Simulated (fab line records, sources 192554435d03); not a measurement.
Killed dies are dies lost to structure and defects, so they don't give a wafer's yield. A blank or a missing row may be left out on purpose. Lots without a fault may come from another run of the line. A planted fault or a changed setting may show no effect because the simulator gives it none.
A struck lot beside a sound one | flow n5_finfet | 15 steps out of a route of 1938
Sound: wafers L395.3, L395.4, L395.6. Struck: wafers L406.4, L406.5. (L406.2 of the same lot was not struck and is left out.) The cause comes at the end.
At each step with rows: each side's tool, then ch and its chambers, then its first start. Under that, the readings that differ: sound wafers | struck wafers | difference of the means | sigmas: that difference in standard deviations of wafers without a fault.
alike: readings whose means differ by less than 2 such deviations, and words and numbers that are the same on both sides. not compared: withheld readings, readings that some wafer has no value for, bounds like >300 that may hide the same value, and numbers for which the record gives no deviation and whose values overlap.
The two part at a step that has a row with sigmas, a row that says differs or no value, or rows on one side only. Numbers that don't overlap but have no deviation are shown without sigmas and don't part them. A reading that every wafer of one side lacks parts them only if that side has two wafers or more.

N5_BEOL_M6_STRIP_80: strips in N2/H2, time 10 s.
  sound on rie_diel-05 ch 0,1; struck on rie_diel-01 ch 2
  reading               | sound          | struck    | difference | sigmas
  oes_product_au (a.u.) | 0.81 0.94 0.94 | 0.68 0.68 | -0.22      | -2
  alike: drypump_motor_current_A, rf_vpp_V, showerhead_plenum_p_Torr, throttle_valve_pct
  not compared: rf_hours_counter_h
N5_BEOL_M6_OCD_MEAS_38:
  sound on ocd-02, day 10 05:50; struck on ocd-01, day 12 22:50
  alike: trench_depth_nm
then, 4 steps without rows for these wafers: N5_BEOL_M6_HM_STRIP_39 (strips TiN in peroxide tin strip, target depth 25 nm, time 158 s); N5_BEOL_M6_SRD_40 (time 30 s); N5_BEOL_M6_PRECLEAN_42 (cleans in residue remover, time 60 s); N5_BEOL_M6_SRD_43 (time 30 s).
N5_BEOL_M6_CD_MEAS_35: target cd 40 nm, target cd y 28 nm.
  sound on cd_sem-01, day 10 06:00; struck on cd_sem-03, day 12 22:59
  alike: cd_nm
N5_BEOL_M6_CURE_75: cures SiCOH lowk, time 120 s.
  sound on uv_cure-02 ch 0, day 10 06:08; struck on uv_cure-02 ch 1, day 12 23:08
  reading          | sound             | struck      | difference | sigmas
  wafer_temp_C_max | 372.8 372.2 372.5 | 370.7 371.0 | -1.6       | -2
  alike: lamp_power_pct
N5_BEOL_M6_DEGAS_44: time 60 s.
  sound on pvd_sputter-03, day 10 06:32; struck on pvd_sputter-01, day 12 23:50
  alike: heater_power_w
N5_BEOL_M6_PRE_CLEAN_45: time 30 s.
  sound on pvd_sputter-03, day 10 06:35; struck on pvd_sputter-01, day 12 23:53
  alike: heater_power_w
then, 2 steps without rows for these wafers: N5_BEOL_M6_ALD_77 (deposits TaN, target thk 2 nm, pulse time 2 s, purge time 3 s); N5_BEOL_M6_SURFACE_TREAT_79.
N5_BEOL_M6_CVD_78: deposits Co from CCTBA/H2, target thk 2 nm, time 142.3 s.
  sound on cvd_co-01 ch 0,1,2, day 10 07:05; struck on cvd_co-01 ch 1,2, day 13 00:30
  reading          | sound             | struck      | difference | sigmas
  run_length_s (s) | 165.1 165.8 164.4 | 218.4 218.0 | +53.1      | +99 or more
N5_BEOL_M6_SPUTTER_48: material Cu, target thk 10 nm, time 1.667 s.
  sound on pvd_sputter-01, day 10 07:13; struck on pvd_sputter-01, day 13 00:38
  reading                | sound          | struck    | difference | sigmas
  throttle_valve_pct (%) | 27.6 26.2 26.6 | 29.8 30.3 | +3.2       | +2
  alike: cathode_dc_power_W, substrate_temp_c
N5_PASSIVATION_PROBE_49:
  the record has rows for the sound wafers here (prober-02, day 13 20:10) and none for the struck ones

WHERE THEY PART
First at N5_BEOL_M6_STRIP_80; last, within this record, at N5_PASSIVATION_PROBE_49.

WHY: what the simulator had put in
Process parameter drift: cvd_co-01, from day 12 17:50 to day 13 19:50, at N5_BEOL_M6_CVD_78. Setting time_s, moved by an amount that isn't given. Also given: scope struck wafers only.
